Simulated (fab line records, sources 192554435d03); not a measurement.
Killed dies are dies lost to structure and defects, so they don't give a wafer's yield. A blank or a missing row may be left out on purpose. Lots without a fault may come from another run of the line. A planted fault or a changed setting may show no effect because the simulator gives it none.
fab line records | flow n5_finfet
record lots=5 wafers=15 last_day=17
route steps=1938 shown PASS1_DEP@1831 MIM_BOT@1832 MIM_TOP@1834 MIM_TOP_LITHO@1839 MIM_TOP_ETCH@1851 MIM_BOT_LITHO@1854
lots that met no fault: from a run of the same line without faults
start_h: hours from the record's first day to the start of the lot's first wafer shown | wait_h: hours since the lot's step before | " the same as in the row above | L1.1+2: a row that stands for several wafers | - no value, or no start given | * or withheld: withheld | < > ~ a bound
route shown NAME@n: a module of which the file shows steps, and the number in the route of the first | usual: mean/standard deviation of fault-free wafers | same: alike in all rows | chamber/n: place in a boat | sites: the reading at each site | _std_site: their standard deviation | _edge_site: outer sites' mean less inner sites' | radius_mm: how far each site lies from the wafer's centre | mask NAME#n: copy n | behind: the tool/chamber that last shaped the wafer | hold: why the lot was held/for how many hours/how that ended | device: the transistor (n, p or np) that didn't switch | end of line: the same wafers' tests at the end of the route | a step without rows: its recipe alone | killed: dies lost to structure and defects at the first sort, not the wafer's yield | map: a wafer's dies, x killed, . not, _ none there
set.NAME: the setting as run; set.NAME@STEP: as run at that earlier step | model.NAME: the simulator's own value behind a step, which no gauge read
lots at some steps of the route; a table a step, a row a wafer
services: from which hour (start_h, from the record's first day; less than 0 if before it) a tool's chamber was out of use, for how many hours, and why
## steps
# step N5_PASSIVATION_PECVD_00
# recipe material=SiO2 target_thk_a=2000 temp_c=400 precursor=SiH4/N2O pressure_torr=2.7 rf_w=608 time_s=11.2
# usual heater_power_w=678/72 showerhead_plenum_p_Torr=8.20/0.1 showerhead_vpp_V=1572/79 susceptor_temp_C=400.02/0.22 throttle_valve_pct=50.3/2.1
# columns lot.wafer tool chamber start_h wait_h heater_power_w showerhead_plenum_p_Torr showerhead_vpp_V susceptor_temp_C throttle_valve_pct
L074.1 pecvd-04 0 255.79 0.8 637 8.34 1628 400.07 48.6
L074.2 " 1 " " 817 8.24 1737 400.24 52.9
L074.5 " 0 " " 655 8.35 1628 399.75 48.8
L076.1 pecvd-03 0 282.91 0.8 676 8.27 1612 400.02 49.6
L076.2 " 2 " " 584 8.16 1603 399.75 48.3
L076.4 " 0 " " 680 8.28 1576 400.05 49.9
L081.2 pecvd-01 2 316.29 0.7 679 8.18 1559 400.17 48.2
L081.4 " 0 " " 611 8.26 1511 400.04 50.6
L081.5 " 1 " " 733 8.18 1463 399.70 54.2
L079.1 pecvd-03 2 345.90 0.8 680 8.20 1585 400.04 48.6
L079.4 " 1 " " 683 7.97 1601 399.99 50.3
L079.5 " 2 " " 694 8.17 1601 399.78 48.4
L091.1 pecvd-01 0 388.52 0.8 607 8.28 1485 400.13 50.8
L091.3 " 1 " " 832 8.15 1458 399.61 54.5
L091.6 " 0 " " 615 8.24 1495 400.35 50.6
# step N5_MIM_BOT_DEGAS_01
# recipe ambient=vacuum temp_c=300 time_s=60
# usual heater_power_w=455/40 susceptor_temp_C=299.96/0.17
# columns lot.wafer tool chamber start_h wait_h heater_power_w susceptor_temp_C
L074.1 pvd_sputter-01 - 256.67 0.9 479 300.14
L074.2 " - " " 472 299.82
L074.5 " - " " 483 299.91
L076.1 pvd_sputter-02 - 282.97 0.0 442 299.73
L076.2 " - " " 490 299.67
L076.4 " - " " 407 299.88
L081.2 pvd_sputter-02 - 317.66 1.3 461 299.93
L081.4 " - " " 389 300.15
L081.5 " - " " 475 299.88
L079.1 pvd_sputter-03 - 346.45 0.5 494 299.72
L079.4 " - " " 574 300.10
L079.5 " - " " 434 299.86
L091.1 pvd_sputter-02 - 391.01 2.5 458 300.05
L091.3 " - " " 460 300.06
L091.6 " - " " 429 299.84
# step N5_MIM_BOT_SPUTTER_00
# recipe material=TiN target_thk_a=350 temp_c=200 power_w=3000 chamber_pressure_pa=0.49996 gas=Ar reactive_partial_pa=0.37997 time_s=89.7
# usual susceptor_temp_C=200.02/0.17 throttle_valve_pct=30.1/0.96
# columns lot.wafer tool chamber start_h wait_h susceptor_temp_C throttle_valve_pct
L074.1 pvd_sputter-01 - 256.71 0.0 200.17 31.1
L074.2 " - " " 200.20 29.8
L074.5 " - " " 200.26 29.7
L076.1 pvd_sputter-02 - 283.01 0.0 200.17 31.7
L076.2 " - " " 199.70 30.8
L076.4 " - " " 199.90 30.5
L081.2 pvd_sputter-02 - 317.70 0.0 199.90 29.4
L081.4 " - " " 200.07 30.2
L081.5 " - " " 200.01 30.6
L079.1 pvd_sputter-03 - 346.49 0.0 199.98 29.4
L079.4 " - " " 199.95 29.4
L079.5 " - " " 200.10 30.2
L091.1 pvd_sputter-02 - 391.05 0.0 200.16 29.6
L091.3 " - " " 200.15 30.4
L091.6 " - " " 200.02 31.6
# step N5_MIM_TOP_ALD_00
# recipe material=Al2O3 target_thk_a=* temp_c=withheld ald_precursor_family=TMA ald_co_reactant=O3 pulse_time_s=withheld purge_time_s=3 co_reactant_purge_time_s=withheld co_reactant_pulse_time_s=3 ald_cycles=withheld
# usual precursor_pulse_height_rel=0.999/0.019
# columns lot.wafer tool chamber start_h wait_h precursor_pulse_height_rel
L074.1 ald_hk-02 2 256.81 0.1 1.007
L074.2 " 0 " " 1.000
L074.5 " 1 " " 0.991
L076.1 ald_hk-02 1 283.11 0.1 0.958
L076.2 " 0 " " 0.982
L076.4 " 2 " " 0.998
L081.2 ald_hk-03 2 317.80 0.1 1.003
L081.4 " 3 " " 0.989
L081.5 " 0 " " 0.980
L079.1 ald_hk-03 2 346.59 0.1 1.005
L079.4 " 0 " " 0.978
L079.5 " 3 " " 1.048
L091.1 ald_hk-02 1 391.15 0.1 1.009
L091.3 " 2 " " 1.018
L091.6 " 2 " " 1.013
# step N5_MIM_TOP_ALD_01
# recipe material=HfO2 target_thk_a=56 temp_c=withheld ald_precursor_family=Hf-amide ald_co_reactant=O3 pulse_time_s=1 purge_time_s=3 co_reactant_purge_time_s=2 co_reactant_pulse_time_s=3 ald_cycles=62
# usual precursor_pulse_height_rel=0.999/0.022
# columns lot.wafer tool chamber start_h wait_h precursor_pulse_height_rel
L074.1 ald_hk-02 2 - - 0.969
L074.2 " 0 " " 0.948
L074.5 " 1 " " 1.012
L076.1 ald_hk-02 1 - - 1.025
L076.2 " 0 " " 1.039
L076.4 " 2 " " 1.003
L081.2 ald_hk-03 2 - - 0.985
L081.4 " 3 " " 0.952
L081.5 " 0 " " 0.978
L079.1 ald_hk-03 2 - - 1.015
L079.4 " 0 " " 1.005
L079.5 " 3 " " 0.985
L091.1 ald_hk-02 1 - - 1.010
L091.3 " 2 " " 1.030
L091.6 " 2 " " 1.010
# step N5_MIM_TOP_ALD_02
# recipe material=Al2O3 target_thk_a=* temp_c=withheld ald_precursor_family=TMA ald_co_reactant=O3 pulse_time_s=withheld purge_time_s=3 co_reactant_purge_time_s=withheld co_reactant_pulse_time_s=3 ald_cycles=withheld
# usual precursor_pulse_height_rel=0.998/0.019
# columns lot.wafer tool chamber start_h wait_h precursor_pulse_height_rel
L074.1 ald_hk-02 2 - - 1.015
L074.2 " 0 " " 0.996
L074.5 " 1 " " 1.001
L076.1 ald_hk-02 1 - - 0.998
L076.2 " 0 " " 0.994
L076.4 " 2 " " 1.019
L081.2 ald_hk-03 2 - - 0.992
L081.4 " 3 " " 1.008
L081.5 " 0 " " 1.016
L079.1 ald_hk-03 2 - - 1.025
L079.4 " 0 " " 1.037
L079.5 " 3 " " 1.000
L091.1 ald_hk-02 1 - - 0.997
L091.3 " 2 " " 0.957
L091.6 " 2 " " 0.991
# step N5_MIM_TOP_DEGAS_04
# recipe ambient=vacuum temp_c=300 time_s=60
# usual heater_power_w=459/45 susceptor_temp_C=299.98/0.2
# columns lot.wafer tool chamber start_h wait_h heater_power_w susceptor_temp_C
L074.1 pvd_sputter-01 - 257.93 - 430 300.07
L074.2 " - " " 428 300.12
L074.5 " - " " 504 300.21
L076.1 pvd_sputter-03 - 283.57 - 435 300.14
L076.2 " - " " 428 300.17
L076.4 " - " " 560 299.94
L081.2 pvd_sputter-03 - 320.80 - 422 300.13
L081.4 " - " " 577 300.06
L081.5 " - " " 491 299.97
L079.1 pvd_sputter-03 - 348.23 - 441 299.87
L079.4 " - " " 434 300.26
L079.5 " - " " 426 299.99
L091.1 pvd_sputter-01 - 391.96 - 490 299.84
L091.3 " - " " 477 300.10
L091.6 " - " " 425 300.21
# step N5_MIM_TOP_SPUTTER_03
# recipe material=TiN target_thk_a=350 temp_c=200 power_w=3000 chamber_pressure_pa=0.49996 gas=Ar reactive_partial_pa=0.37997 time_s=89.7
# usual susceptor_temp_C=200.00/0.17 throttle_valve_pct=30.1/0.95
# columns lot.wafer tool chamber start_h wait_h susceptor_temp_C throttle_valve_pct
L074.1 pvd_sputter-01 - 257.97 0.0 200.04 29.0
L074.2 " - " " 199.99 30.4
L074.5 " - " " 200.02 31.3
L076.1 pvd_sputter-03 - 283.61 0.0 199.99 28.3
L076.2 " - " " 199.85 30.3
L076.4 " - " " 200.15 29.4
L081.2 pvd_sputter-03 - 320.84 0.0 200.32 30.3
L081.4 " - " " 199.85 29.3
L081.5 " - " " 200.20 29.7
L079.1 pvd_sputter-03 - 348.27 0.0 200.08 28.4
L079.4 " - " " 200.29 30.2
L079.5 " - " " 199.76 30.0
L091.1 pvd_sputter-01 - 392.00 0.0 200.21 31.4
L091.3 " - " " 199.79 29.9
L091.6 " - " " 200.16 30.4
# step N5_MIM_TOP_LITHO_HMDS_01
# recipe time_s=60 temp_c=120
# columns lot.wafer tool chamber start_h wait_h
L074.1+2+5 litho_track-05 0 258.08 0.1
L076.1+2+4 litho_track-02 0 283.71 0.1
L081.2+4+5 litho_track-02 0 320.94 0.1
L079.1+4+5 litho_track-02 0 348.38 0.1
L091.1+3+6 litho_track-02 0 392.11 0.1
# step N5_MIM_TOP_LITHO_COAT_02
# recipe spin_rpm=* resist_thk_nm=*
# columns lot.wafer tool chamber start_h wait_h
L074.1+2+5 litho_track-05 0 - -
L076.1+2+4 litho_track-02 0 - -
L081.2+4+5 litho_track-02 0 - -
L079.1+4+5 litho_track-02 0 - -
L091.1+3+6 litho_track-02 0 - -
# step N5_MIM_TOP_LITHO_EBR_04
# recipe solvent=PGMEA ebr_width_mm=1.5
# same ebr_width_mm=1.5
# columns lot.wafer tool chamber start_h wait_h
L074.1+2+5 litho_track-05 0 - -
L076.1+2+4 litho_track-02 0 - -
L081.2+4+5 litho_track-02 0 - -
L079.1+4+5 litho_track-02 0 - -
L091.1+3+6 litho_track-02 0 - -
# step N5_MIM_TOP_LITHO_SOFTBAKE_03
# recipe temp_c=100 time_s=90
# columns lot.wafer tool chamber start_h wait_h
L074.1+2+5 litho_track-05 0 - -
L076.1+2+4 litho_track-02 0 - -
L081.2+4+5 litho_track-02 0 - -
L079.1+4+5 litho_track-02 0 - -
L091.1+3+6 litho_track-02 0 - -
# step N5_MIM_TOP_LITHO_EXPOSE_05
# recipe mask_id=MIM_TOP na=0.55 source_shape=conventional sigma_outer=0.8 polarization=unpolarized target_cd_nm=2000 dose_mj=20.5
# usual focus_offset_nm=0.0/0.55 reticle_temp_C=22.99/0.1
# same sigma_outer=0.8
# columns lot.wafer tool chamber start_h wait_h mask focus_offset_nm reticle_temp_C
L074.1 krf_scanner-01 0 258.31 - MIM_TOP#0 0.3 23.16
L074.2 " 0 " " MIM_TOP#0 0.6 23.08
L074.5 " 0 " " MIM_TOP#0 0.6 23.09
L076.1 krf_scanner-02 0 283.95 - MIM_TOP#0 0.0 22.94
L076.2 " 0 " " MIM_TOP#0 0.1 23.04
L076.4 " 0 " " MIM_TOP#0 0.1 22.93
L081.2 krf_scanner-02 0 321.18 - MIM_TOP#0 -0.9 23.03
L081.4 " 0 " " MIM_TOP#0 0.5 23.11
L081.5 " 0 " " MIM_TOP#0 -0.9 23.15
L079.1 krf_scanner-01 0 348.61 - MIM_TOP#0 -0.3 23.09
L079.4 " 0 " " MIM_TOP#0 -0.2 23.03
L079.5 " 0 " " MIM_TOP#0 -0.3 23.20
L091.1 krf_scanner-01 0 392.21 - MIM_TOP#0 -1.2 22.97
L091.3 " 0 " " MIM_TOP#0 -1.2 22.99
L091.6 " 0 " " MIM_TOP#0 -1.2 22.98
# step N5_MIM_TOP_LITHO_PEB_06
# recipe peb_temp_c=withheld peb_time_s=*
# columns lot.wafer tool chamber start_h wait_h
L074.1+2+5 litho_track-05 0 258.36 0.1
L076.1+2+4 litho_track-02 0 284.00 0.1
L081.2+4+5 litho_track-05 0 321.23 0.0
L079.1+4+5 litho_track-03 0 348.67 0.1
L091.1+3+6 litho_track-02 0 392.27 0.1
# step N5_MIM_TOP_LITHO_DEVELOP_07
# recipe develop_time_s=60 rinse_liquid=diw dry=air_spin dev_temp_c=21
# usual developer_temp_C=21.00/0.11
# columns lot.wafer tool chamber start_h wait_h developer_temp_C
L074.1 litho_track-05 0 - - 20.92
L074.2 " 0 " " 20.96
L074.5 " 0 " " 21.01
L076.1 litho_track-02 0 - - 21.18
L076.2 " 0 " " 21.15
L076.4 " 0 " " 21.21
L081.2 litho_track-05 0 - - 21.00
L081.4 " 0 " " 20.90
L081.5 " 0 " " 21.13
L079.1 litho_track-03 0 - - 20.86
L079.4 " 0 " " 20.99
L079.5 " 0 " " 20.80
L091.1 litho_track-02 0 - - 20.97
L091.3 " 0 " " 21.08
L091.6 " 0 " " 21.09
# step N5_MIM_TOP_LITHO_HARDBAKE_09
# recipe temp_c=130 time_s=120
# columns lot.wafer tool chamber start_h wait_h
L074.1+2+5 litho_track-05 0 - -
L076.1+2+4 litho_track-02 0 - -
L081.2+4+5 litho_track-05 0 - -
L079.1+4+5 litho_track-03 0 - -
L091.1+3+6 litho_track-02 0 - -
# step N5_MIM_TOP_LITHO_CD_MEAS_08
# recipe target_cd_nm=2000 landing_energy_ev=500 detector=se_inlens
# usual cd_nm=2000.7/2
# columns lot.wafer tool chamber start_h wait_h cd_nm
L074.1 cd_sem-01 0 258.48 - 2001.6
L074.2 " 0 " " 2001.5
L074.5 " 0 " " 2001.9
L076.1 cd_sem-03 0 284.12 - 2002.6
L076.2 " 0 " " 2001.5
L076.4 " 0 " " 1999.5
L081.2 cd_sem-01 0 321.35 - 2000.5
L081.4 " 0 " " 2002.8
L081.5 " 0 " " 2002.3
L079.1 cd_sem-02 0 348.79 - 1999.1
L079.4 " 0 " " 1998.4
L079.5 " 0 " " 2001.0
L091.1 cd_sem-03 0 392.39 - 1998.2
L091.3 " 0 " " 1999.9
L091.6 " 0 " " 1997.1
# step N5_MIM_TOP_LITHO_OVL_MEAS_11
# recipe points_per_wafer=44
# usual MIM_TOP_OVL=-3/5.7
# columns lot.wafer tool chamber start_h wait_h MIM_TOP_OVL[nm]
L074.1 overlay-01 0 258.51 0.0 -8
L074.2 " 0 " " -4
L074.5 " 0 " " -7
L076.1 overlay-01 0 284.15 0.0 0
L076.2 " 0 " " -5
L076.4 " 0 " " -4
L081.2 overlay-01 0 321.38 0.0 -4
L081.4 " 0 " " -11
L081.5 " 0 " " -3
L079.1 overlay-01 0 348.82 0.0 -1
L079.4 " 0 " " -1
L079.5 " 0 " " 4
L091.1 overlay-02 0 392.42 0.0 -7
L091.3 " 0 " " -8
L091.6 " 0 " " 2
# step N5_MIM_TOP_LITHO_INSPECT_12
# recipe mode=adi inspect_instrument=macro
# usual raw_defect_count=2.0/1.4
# columns lot.wafer tool chamber start_h wait_h raw_defect_count
L074.1 defect_inspect-02 - 258.54 0.0 5
L074.2 " - " " 4
L074.5 " - " " 0
L076.1 defect_inspect-01 - 284.18 0.0 2
L076.2 " - " " 5
L076.4 " - " " 4
L081.2 defect_inspect-02 - 321.41 0.0 6
L081.4 " - " " 3
L081.5 " - " " 1
L079.1 defect_inspect-02 - 348.85 0.0 2
L079.4 " - " " 1
L079.5 " - " " 1
L091.1 defect_inspect-01 - 392.44 0.0 2
L091.3 " - " " 4
L091.6 " - " " 3
# step N5_MIM_TOP_LITHO_DESCUM_10
# recipe chemistry=O2 time_s=7.9 source_power_w=50 bias_power_w=20 pressure_mtorr=20 rf_frequency_hz=2.712e+07 temp_c=40 o2_flow_sccm=225
# usual bias_power_w=19.99/0.065 drypump_motor_current_A=5.7/0.46 oes_product_au=0.76/0.058 rf_vpp_V=242.7/1.3 showerhead_plenum_p_Torr=2.06/0.083 throttle_valve_pct=20.43/0.12
# columns lot.wafer tool chamber start_h wait_h bias_power_w drypump_motor_current_A oes_product_au rf_hours_counter_h rf_vpp_V showerhead_plenum_p_Torr throttle_valve_pct
L074.1 rie_diel-04 3 258.75 0.2 19.98 5.5 0.80 76 243.3 2.12 20.42
L074.2 " 1 " " 20.05 5.4 0.73 169 240.9 2.00 20.51
L074.5 " 0 " " 19.92 6.1 0.83 - 242.4 2.01 20.25
L076.1 rie_diel-02 3 284.21 0.0 20.08 5.9 0.74 172 244.9 2.18 20.19
L076.2 " 0 " " 20.09 5.2 0.68 230 242.1 2.05 20.45
L076.4 " 2 " " 20.03 5.7 0.83 81 242.9 2.01 20.44
L081.2 rie_diel-01 0 321.44 0.0 20.12 6.2 0.78 117 241.8 2.01 20.41
L081.4 " 1 " " 19.94 5.0 0.84 49 245.0 2.24 20.51
L081.5 " 1 " " 19.97 5.0 0.85 - 243.6 2.24 20.52
L079.1 rie_diel-02 0 348.88 0.0 20.00 5.2 0.66 249 241.6 2.04 20.46
L079.4 " 1 " " 20.05 6.1 0.71 198 240.1 1.97 20.49
L079.5 " 2 " " 20.02 5.7 0.81 - 241.3 2.00 20.48
L091.1 rie_diel-01 0 392.50 0.1 19.89 6.3 0.76 141 241.0 2.00 20.45
L091.3 " 1 " " 20.00 5.0 0.81 73 244.3 2.23 20.56
L091.6 " 0 " " 20.01 6.3 0.75 - 243.1 2.00 20.45
# step N5_MIM_TOP_ETCH_ETCH_00
# recipe chemistry=Cl2/BCl3 target=TiN target_depth_a=385 ion_energy_ev=150 pressure_mtorr=10 icp_w=1000 bias_w=126 Cl2_flow_sccm=53.25 bcl3_flow_sccm=21.75 Ar_flow_sccm=25
# usual bias_w=126.1/0.36 drypump_motor_current_A=5.8/0.35 oes_product_au=0.82/0.059 throttle_valve_pct=22.69/0.13
# columns lot.wafer tool chamber start_h wait_h bias_w drypump_motor_current_A oes_product_au rf_hours_counter_h throttle_valve_pct
L074.1 rie_metal-01 0 258.84 0.1 126.6 6.3 0.75 58 22.53
L074.2 " 1 " " 126.5 5.7 0.74 48 22.83
L074.5 " 0 " " 126.1 6.4 0.76 - 22.51
L076.1 rie_metal-03 1 284.31 0.1 126.2 5.4 0.79 32 22.61
L076.2 " 0 " " 126.5 5.4 0.87 14 22.85
L076.4 " 1 " " 125.8 5.4 0.80 - 22.61
L081.2 rie_metal-03 1 321.53 0.1 125.8 5.4 0.78 35 22.63
L081.4 " 1 " " 125.5 5.4 0.78 - 22.64
L081.5 " 0 " " 126.1 5.5 0.87 - 22.83
L079.1 rie_metal-03 0 348.97 0.1 125.9 5.5 0.85 18 22.85
L079.4 " 0 " " 125.6 5.5 0.85 - 22.85
L079.5 " 1 " " 126.4 5.4 0.77 - 22.63
L091.1 rie_metal-01 0 392.59 0.1 125.8 6.3 0.74 68 22.55
L091.3 " 1 " " 126.0 5.7 0.73 - 22.84
L091.6 " 0 " " 125.9 6.3 0.73 - 22.55
# step N5_MIM_TOP_ETCH_STRIP_01
# recipe chemistry=O2 power_w=600 temp_c=60 pressure_mtorr=30 rf_frequency_hz=6e+07 bias_power_w=0 overash_fraction=0.5 o2_flow_sccm=225
# usual drypump_motor_current_A=5.78/0.28 oes_product_au=0.77/0.071 rf_vpp_V=3.5/1.5 showerhead_plenum_p_Torr=2.12/0.071 throttle_valve_pct=16.64/0.24
# same bias_power_w=0
# columns lot.wafer tool chamber start_h wait_h drypump_motor_current_A oes_product_au rf_hours_counter_h rf_vpp_V showerhead_plenum_p_Torr throttle_valve_pct
L074.1 rie_diel-03 1 259.25 0.4 6.31 0.71 190 1.6 2.18 16.52
L074.2 " 0 " " 5.54 0.86 61 2.3 2.15 16.66
L074.5 " 1 " " 6.29 0.69 - 4.4 2.18 16.47
L076.1 rie_diel-03 2 284.53 0.2 5.71 0.84 87 3.4 2.21 16.37
L076.2 " 1 " " 6.29 0.70 198 5.5 2.18 16.49
L076.4 " 3 " " 5.46 0.78 152 4.3 2.01 16.78
L081.2 rie_diel-03 1 321.67 0.1 6.32 0.70 209 4.2 2.17 16.53
L081.4 " 0 " " 5.61 0.86 86 3.2 2.14 16.64
L081.5 " 0 " " 5.60 0.84 - 3.7 2.14 16.64
L079.1 rie_diel-06 2 349.11 0.1 5.86 0.72 203 2.1 2.09 16.94
L079.4 " 0 " " 6.14 0.67 250 2.8 2.04 16.84
L079.5 " 1 " " 5.40 0.73 - 5.4 2.18 16.87
L091.1 rie_diel-03 0 392.73 0.1 5.64 0.82 107 3.6 2.13 16.68
L091.3 " 3 " " 5.46 0.74 185 5.2 2.00 16.88
L091.6 " 2 " " 5.71 0.80 - 2.9 2.20 16.42
# step N5_MIM_TOP_ETCH_PECVD_03
# recipe material=SiNx target_thk_a=200 temp_c=400 precursor=SiH4/NH3/N2 pressure_torr=1.5 rf_w=300 time_s=17.6
# usual heater_power_w=755/78 showerhead_plenum_p_Torr=5.15/0.088 showerhead_vpp_V=1127/46 susceptor_temp_C=400.03/0.24 throttle_valve_pct=38.7/1.5
# columns lot.wafer tool chamber start_h wait_h heater_power_w showerhead_plenum_p_Torr showerhead_vpp_V susceptor_temp_C throttle_valve_pct
L074.1 pecvd-04 1 259.32 - 886 5.20 1232 400.29 41.1
L074.2 " 2 " " 814 5.19 1093 399.72 37.4
L074.5 " 0 " " 795 5.25 1166 400.01 37.8
L076.1 pecvd-04 1 284.60 - 874 5.19 1199 399.79 41.1
L076.2 " 2 " " 767 5.19 1105 400.17 37.3
L076.4 " 0 " " 812 5.27 1144 399.71 37.7
L081.2 pecvd-02 2 321.73 - 736 5.22 1026 400.41 36.0
L081.4 " 2 " " 737 5.23 1007 400.36 36.0
L081.5 " 1 " " 622 5.04 1093 399.72 39.6
L079.1 pecvd-03 0 349.17 - 797 5.22 1115 400.30 38.7
L079.4 " 2 " " 681 5.15 1131 399.82 37.5
L079.5 " 1 " " 778 5.01 1131 399.68 39.2
L091.1 pecvd-04 1 392.80 - 946 5.21 1201 399.77 40.9
L091.3 " 2 " " 831 5.19 1088 400.05 37.8
L091.6 " 1 " " 936 5.19 1209 399.64 41.0
# step N5_MIM_BOT_LITHO_HMDS_01
# recipe time_s=60 temp_c=120
# columns lot.wafer tool chamber start_h wait_h
L074.1+2+5 litho_track-02 0 259.39 0.0
L076.1+2+4 litho_track-01 0 284.67 0.0
L081.2+4+5 litho_track-04 0 321.80 0.0
L079.1+4+5 litho_track-01 0 349.24 0.0
L091.1+3+6 litho_track-04 0 392.88 0.0
# step N5_MIM_BOT_LITHO_COAT_02
# recipe spin_rpm=* resist_thk_nm=*
# columns lot.wafer tool chamber start_h wait_h
L074.1+2+5 litho_track-02 0 - -
L076.1+2+4 litho_track-01 0 - -
L081.2+4+5 litho_track-04 0 - -
L079.1+4+5 litho_track-01 0 - -
L091.1+3+6 litho_track-04 0 - -
# step N5_MIM_BOT_LITHO_EBR_04
# recipe solvent=PGMEA ebr_width_mm=1.5
# same ebr_width_mm=1.5
# columns lot.wafer tool chamber start_h wait_h
L074.1+2+5 litho_track-02 0 - -
L076.1+2+4 litho_track-01 0 - -
L081.2+4+5 litho_track-04 0 - -
L079.1+4+5 litho_track-01 0 - -
L091.1+3+6 litho_track-04 0 - -
# step N5_MIM_BOT_LITHO_SOFTBAKE_03
# recipe temp_c=100 time_s=90
# columns lot.wafer tool chamber start_h wait_h
L074.1+2+5 litho_track-02 0 - -
L076.1+2+4 litho_track-01 0 - -
L081.2+4+5 litho_track-04 0 - -
L079.1+4+5 litho_track-01 0 - -
L091.1+3+6 litho_track-04 0 - -
# step N5_MIM_BOT_LITHO_EXPOSE_05
# recipe mask_id=MIM_BOT na=0.55 source_shape=conventional sigma_outer=0.8 polarization=unpolarized dose_mj=24.25
# usual focus_offset_nm=-0.1/0.48 reticle_temp_C=22.98/0.092
# same sigma_outer=0.8
# columns lot.wafer tool chamber start_h wait_h mask focus_offset_nm reticle_temp_C
L074.1 krf_scanner-02 0 259.50 - MIM_BOT#0 -0.1 22.99
L074.2 " 0 " " MIM_BOT#0 0.3 22.95
L074.5 " 0 " " MIM_BOT#0 0.0 23.12
L076.1 krf_scanner-01 0 284.78 - MIM_BOT#0 0.5 22.99
L076.2 " 0 " " MIM_BOT#0 -0.2 22.80
L076.4 " 0 " " MIM_BOT#0 0.2 22.83
L081.2 krf_scanner-01 0 321.92 - MIM_BOT#0 -0.1 22.94
L081.4 " 0 " " MIM_BOT#0 -0.6 23.00
L081.5 " 0 " " MIM_BOT#0 -1.2 22.92
L079.1 krf_scanner-01 0 349.48 - MIM_BOT#0 0.4 22.83
L079.4 " 0 " " MIM_BOT#0 0.3 22.89
L079.5 " 0 " " MIM_BOT#0 0.0 22.87
L091.1 krf_scanner-02 0 392.98 - MIM_BOT#0 -0.8 23.02
L091.3 " 0 " " MIM_BOT#0 -0.1 22.96
L091.6 " 0 " " MIM_BOT#0 0.1 22.97
# step N5_MIM_BOT_LITHO_PEB_06
# recipe peb_temp_c=withheld peb_time_s=*
# columns lot.wafer tool chamber start_h wait_h
L074.1+2+5 litho_track-04 0 259.55 0.1
L076.1+2+4 litho_track-04 0 284.83 0.1
L081.2+4+5 litho_track-01 0 321.97 0.0
L079.1+4+5 litho_track-01 0 349.53 0.1
L091.1+3+6 litho_track-01 0 393.04 0.1
# step N5_MIM_BOT_LITHO_DEVELOP_07
# recipe develop_time_s=60 rinse_liquid=diw dry=air_spin dev_temp_c=21
# usual developer_temp_C=21.00/0.091
# columns lot.wafer tool chamber start_h wait_h developer_temp_C
L074.1 litho_track-04 0 - - 20.95
L074.2 " 0 " " 20.98
L074.5 " 0 " " 21.00
L076.1 litho_track-04 0 - - 21.08
L076.2 " 0 " " 20.90
L076.4 " 0 " " 21.08
L081.2 litho_track-01 0 - - 21.02
L081.4 " 0 " " 21.03
L081.5 " 0 " " 21.12
L079.1 litho_track-01 0 - - 21.04
L079.4 " 0 " " 21.12
L079.5 " 0 " " 21.09
L091.1 litho_track-01 0 - - 20.89
L091.3 " 0 " " 20.90
L091.6 " 0 " " 21.03
# step N5_MIM_BOT_LITHO_HARDBAKE_09
# recipe temp_c=130 time_s=120
# columns lot.wafer tool chamber start_h wait_h
L074.1+2+5 litho_track-04 0 - -
L076.1+2+4 litho_track-04 0 - -
L081.2+4+5 litho_track-01 0 - -
L079.1+4+5 litho_track-01 0 - -
L091.1+3+6 litho_track-01 0 - -
# step N5_MIM_BOT_LITHO_CD_MEAS_08
# recipe target_cd_nm=3000 landing_energy_ev=500 detector=se_inlens polarity=opening
# usual cd_nm=2998.6/1.7
# columns lot.wafer tool chamber start_h wait_h cd_nm
L074.1 cd_sem-01 0 259.67 - 2999.3
L074.2 " 0 " " 2998.8
L074.5 " 0 " " 2998.5
L076.1 cd_sem-01 0 284.95 - 3000.2
L076.2 " 0 " " 2999.4
L076.4 " 0 " " 2997.2
L081.2 cd_sem-02 0 322.09 - 2995.2
L081.4 " 0 " " 2997.4
L081.5 " 0 " " 2997.9
L079.1 cd_sem-03 0 349.65 - 2997.7
L079.4 " 0 " " 2997.8
L079.5 " 0 " " 2996.3
L091.1 cd_sem-01 0 393.16 - 3001.1
L091.3 " 0 " " 2998.1
L091.6 " 0 " " 3000.6
# step N5_MIM_BOT_LITHO_OVL_MEAS_11
# recipe points_per_wafer=44
# usual MIM_BOT_OVL=3/6.2
# columns lot.wafer tool chamber start_h wait_h MIM_BOT_OVL[nm]
L074.1 overlay-01 0 259.70 0.0 9
L074.2 " 0 " " 6
L074.5 " 0 " " 12
L076.1 overlay-01 0 284.98 0.0 11
L076.2 " 0 " " -3
L076.4 " 0 " " 7
L081.2 overlay-02 0 322.12 0.0 -2
L081.4 " 0 " " -16
L081.5 " 0 " " -3
L079.1 overlay-02 0 349.68 0.0 0
L079.4 " 0 " " 5
L079.5 " 0 " " -6
L091.1 overlay-02 0 393.19 0.0 9
L091.3 " 0 " " 8
L091.6 " 0 " " -1
# step N5_MIM_BOT_LITHO_INSPECT_12
# recipe mode=adi inspect_instrument=macro
# usual raw_defect_count=1.9/1.4
# columns lot.wafer tool chamber start_h wait_h raw_defect_count
L074.1 defect_inspect-02 - 259.73 0.0 0
L074.2 " - " " 1
L074.5 " - " " 1
L076.1 defect_inspect-01 - 285.01 0.0 6
L076.2 " - " " 5
L076.4 " - " " 1
L081.2 defect_inspect-02 - 322.14 0.0 1
L081.4 " - " " 0
L081.5 " - " " 1
L079.1 defect_inspect-02 - 349.71 0.0 1
L079.4 " - " " 1
L079.5 " - " " 3
L091.1 defect_inspect-02 - 393.21 0.0 0
L091.3 " - " " 1
L091.6 " - " " 2
## services
# columns tool chamber start_h hours kind
krf_scanner-02 - 231.99 0.8 pm
pecvd-04 2 233.81 14.8 repair
pecvd-04 - 237.05 0.8 repair
ald_hk-02 - 243.61 0.9 repair
pecvd-03 - 255.45 3.2 repair
rie_diel-03 1 264.32 8.9 repair
pecvd-03 0 264.70 12.5 repair
pecvd-04 - 264.72 2.1 repair
pvd_sputter-01 - 272.12 7.8 repair
krf_scanner-02 - 272.34 7.9 repair
pecvd-03 0 286.79 6.2 repair
krf_scanner-02 - 287.92 0.5 repair
krf_scanner-01 - 288.40 1.3 pm
pecvd-03 1 289.53 4.4 repair
rie_diel-01 3 303.58 4.3 repair
krf_scanner-02 - 314.28 0.6 repair
krf_scanner-02 - 319.73 0.2 repair
ald_hk-03 - 325.73 6.0 pm
krf_scanner-01 - 332.65 0.8 pm
krf_scanner-01 - 352.06 1.0 pm
pvd_sputter-01 - 353.12 1.8 repair
krf_scanner-02 - 358.72 1.0 pm
krf_scanner-02 - 366.64 1.3 pm
rie_metal-01 - 370.90 5.9 repair
## key
fault none
